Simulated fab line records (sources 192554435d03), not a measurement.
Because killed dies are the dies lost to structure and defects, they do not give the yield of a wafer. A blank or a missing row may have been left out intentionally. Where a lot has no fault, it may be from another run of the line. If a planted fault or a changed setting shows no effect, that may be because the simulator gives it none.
The tool behind it: which one?    flow n5 finfet    Sampling: 10 lots, 29 wafers, 6 of 1938 route steps

## WHAT EACH GAUGE READ, for each wafer
N5_BEOL_M10_INSPECT_58: inspects for defects (darkfield).
lot   measured      on                 raw defect count
L377  day 12 01:41  defect inspect-02  60 77 114
L379  day 12 12:59  defect inspect-02  74 115
L381  day 13 05:50  defect inspect-02  94 63 84
L382  day 14 00:13  defect inspect-01  83 79 113
L386  day 14 05:37  defect inspect-01  97 70 94
L387  day 14 06:02  defect inspect-02  66 77 70
L385  day 14 09:35  defect inspect-02  920 990 1005
L389  day 14 15:29  defect inspect-02  67 45 86
L390  day 14 22:19  defect inspect-02  1035 1062 1006
L395  day 16 10:47  defect inspect-01  59 40 55

N5_BEOL_M11_INSPECT_13: inspects for defects (brightfield).
lot   measured      on                 raw defect count
L377  day 12 03:01  defect inspect-01  268 467 448
L379  day 12 15:51  defect inspect-02  406 484
L381  day 13 09:11  defect inspect-01  475 605 542
L382  day 14 01:41  defect inspect-01  369 344 448
L386  day 14 07:59  defect inspect-01  399 442 508
L387  day 14 08:12  defect inspect-02  646 434 534
L385  day 14 13:27  defect inspect-02  1226 1326 1369
L389  day 14 16:46  defect inspect-02  487 361 402
L390  day 15 00:32  defect inspect-01  1343 1334 1213
L395  day 16 14:10  defect inspect-01  372 319 393

## TOOL THAT RAN EACH LOT (tool first, then ch and the chambers of the sampled wafers, then the start)
lot   N5_BEOL_M10_ETCH_66                 N5_BEOL_M10_SURFACE_TREAT_76  N5_BEOL_M10_CMP_52             N5_BEOL_M11_HM_DEP_02
L377  rie diel-06 ch 1,2,3, day 11 22:46  pvd sputter-01, day 12 00:16  cmp-01 ch 0,2,3, day 12 01:17  pvd sputter-03, day 12 02:35
L379  rie diel-05 ch 2,3, day 12 09:51    pvd sputter-03, day 12 11:11  cmp-02 ch 2,3, day 12 12:41    pvd sputter-01, day 12 15:21
L381  rie diel-05 ch 0,1,2, day 13 00:46  pvd sputter-01, day 13 02:40  cmp-01 ch 0,1,3, day 13 05:28  pvd sputter-01, day 13 08:38
L382  rie diel-05 ch 1,3, day 13 21:11    pvd sputter-02, day 13 22:59  cmp-03 ch 0,1, day 13 23:48    pvd sputter-03, day 14 01:16
L386  rie diel-06 ch 0,1,2, day 14 02:30  pvd sputter-01, day 14 04:04  cmp-01 ch 0,1,3, day 14 05:10  pvd sputter-02, day 14 07:34
L387  rie diel-05 ch 1,2,3, day 14 02:49  pvd sputter-03, day 14 04:44  cmp-01 ch 0,2,3, day 14 05:41  pvd sputter-03, day 14 07:39
L385  rie diel-01 ch 0,1,3, day 14 06:55  pvd sputter-01, day 14 08:16  cmp-01 ch 0,1,3, day 14 09:06  pvd sputter-01, day 14 12:54
L389  rie diel-06 ch 0,1,3, day 14 12:30  pvd sputter-01, day 14 14:11  cmp-03 ch 0,2, day 14 15:02    pvd sputter-03, day 14 16:13
L390  rie diel-05 ch 1,3, day 14 19:19    pvd sputter-02, day 14 21:04  cmp-01 ch 2,3, day 14 21:52    pvd sputter-01, day 15 00:07
L395  rie diel-01 ch 1,3, day 16 07:46    pvd sputter-03, day 16 09:08  cmp-03 ch 0,2,3, day 16 10:24  pvd sputter-03, day 16 13:36
- N5_BEOL_M10_ETCH_66: etches SOC in N2/H2, target depth 120 nm, overetch 24 nm, time 180 s.
- N5_BEOL_M10_SURFACE_TREAT_76
- N5_BEOL_M10_CMP_52: polishes, stops on SiCOH lowk, t overpolish 7 s, target thk 140 nm.
- N5_BEOL_M11_HM_DEP_02: deposits TiN, target thk 20 nm.

## WHAT THE TOOLS THEMSELVES READ (means of the sampled wafers that have a number; where no wafer has one, the mark that the record gives instead)
N5_BEOL_M10_ETCH_66.
lot   tool         drypump motor current A (A)  oes product au (a.u.)  rf vpp V (V)  showerhead plenum p Torr (Torr)  throttle valve pct (%)
L377  rie diel-06  5.5                          0.66                   524.6         2.55                             17.78
L379  rie diel-05  6.0                          0.70                   523.2         2.54                             17.81
L381  rie diel-05  5.8                          0.65                   522.2         2.49                             17.81
L382  rie diel-05  6.0                          0.68                   523.3         2.50                             17.86
L386  rie diel-06  5.6                          0.67                   526.4         2.64                             17.85
L387  rie diel-05  6.0                          0.68                   522.2         2.51                             17.86
L385  rie diel-01  5.7                          0.68                   524.6         2.56                             17.72
L389  rie diel-06  5.5                          0.69                   525.1         2.61                             17.83
L390  rie diel-05  6.2                          0.68                   523.9         2.56                             17.82
L395  rie diel-01  5.9                          0.65                   524.7         2.54                             17.79

N5_BEOL_M10_CMP_52.
lot   tool    barrier field endpoint s (s)  motor current A (A)  overpolish run s (s)  time to endpoint s (s)
L377  cmp-01  28.3                          5.9                  7.004                 65
L379  cmp-02  29.9                          5.1                  7.008                 70
L381  cmp-01  28.7                          6.0                  7.005                 63
L382  cmp-03  29.0                          5.4                  6.989                 65
L386  cmp-01  28.4                          5.9                  7.005                 65
L387  cmp-01  29.4                          6.0                  6.993                 67
L385  cmp-01  28.9                          5.7                  6.995                 66
L389  cmp-03  28.4                          5.4                  6.998                 65
L390  cmp-01  28.3                          6.1                  6.995                 65
L395  cmp-03  28.2                          5.6                  6.995                 63

N5_BEOL_M11_HM_DEP_02.
lot   tool            throttle valve pct (%)
L377  pvd sputter-03  30.9
L379  pvd sputter-01  30.0
L381  pvd sputter-01  29.6
L382  pvd sputter-03  31.4
L386  pvd sputter-02  31.6
L387  pvd sputter-03  30.9
L385  pvd sputter-01  29.8
L389  pvd sputter-03  31.6
L390  pvd sputter-01  29.8
L395  pvd sputter-03  31.0

## THE ANSWER, worked out from the rows above alone
Rule: usual is defined by the lots themselves. Put in order of their means at a reading, lots are off if they are a third of the lots or fewer, leave a main group of 4 or more, and stand apart from it by a gap of 3 or more times the standard deviation of the main group's means; of several such gaps the widest counts. The tables above print the reading to a certain number of digits; a main group whose means all agree to those digits is not used. A lot without any number at a reading at which 4 lots or more have one is off too. Where the step has rows for the other lots, those lots are counted as sound. After the gauges, taken in route order, come the tools' own readings; for these a lot's mean is taken, as printed above. At the first step where some lot is off, the reading lying furthest off is the one used; lots without a number count as furthest.
Off: L385, L390 (N5_BEOL_M10_INSPECT_58, raw defect count). The main group has a mean of 78 with a standard deviation of 14.
If a tool, at a process step before that reading, ran all the lots that are off and no sound lot after the first of them, it fits. The gauges at N5_BEOL_M10_INSPECT_58 are tried like those tools. One fits: cmp-01 at N5_BEOL_M10_CMP_52. A fault onset in the window from L387 (day 14 05:41, its last sound lot) to L385 (day 14 09:06, its first lot off) fits.

## WHAT THE SIMULATOR HAD INSERTED
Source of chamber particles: cmp-01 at N5_BEOL_M10_CMP_52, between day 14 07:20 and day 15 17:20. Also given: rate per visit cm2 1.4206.
Struck lots among those shown: L385, L390. This agrees with what the rule above found.
